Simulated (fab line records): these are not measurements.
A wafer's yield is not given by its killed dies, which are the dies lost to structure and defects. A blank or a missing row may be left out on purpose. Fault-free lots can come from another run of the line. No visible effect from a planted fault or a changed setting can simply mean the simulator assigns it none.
Chamber matching -- flow nandHarc -- NHARC_A_M1_CMP_23 on cmp-04 has 4 sister chambers
The step polishes, t overpolish 20 s, target thk 154.34 nm. 8 wafers are shown with their chamber, then 8 later ones without.

== WAFERS WITH THEIR CHAMBER ==
wafer,chamber,motorCurrentA (A),timeToEndpointS (s)
L080.2,2,10.9,33.2
L080.4,3,12.9,27.2
L081.1,3,12.9,30.4
L081.6,0,11.2,30.1
L084.2,1,11.1,28.7
L084.3,2,11.0,33.1
L084.4,0,10.9,30.3
L090.1,1,10.7,27.6

== WAFERS WITHOUT THEIR CHAMBER ==
wafer,motorCurrentA (A),timeToEndpointS (s)
L090.3,11.1,30.5
L090.5,10.9,30.7
L092.1,11.0,31.8
L092.3,13.5,31.9
L092.4,11.0,28.6
L095.3,12.0,27.7
L095.5,11.2,23.0
L095.6,10.9,26.9

== CHAMBER TAKEN BY EACH ==
wafer,from the rows above,in truth
L090.3,can't be placed: 0 or 1 or 2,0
L090.5,can't be placed: 0 or 2 or 1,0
L092.1,can't be placed: 2 or 0 or 1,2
L092.3,3,3
L092.4,can't be placed: 1 or 0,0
L095.3,can't be placed: 3 or 0 or 1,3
L095.5,can't be placed: 1 or 0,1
L095.6,can't be placed: 1 or 0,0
Placed correctly: 1 of 8. These rows do not allow placing 7 (true chamber among the candidates in 7). Number placed wrongly: 0.
How it was worked out, from the rows above alone: a wafer's distance from a chamber is the root of the sum, over the readings, of the square of ((its reading less the chamber's mean) divided by the reading's scatter). If the next closest chamber is less than 2 further off than the closest, the wafer can't be placed; otherwise it belongs to the closest. For every chamber, the mean is computed from those of its wafers that are shown. The scatter: the root of (the sum of the squares of (reading less its chamber's mean) over the shown wafers, divided by (wafers less chambers)).
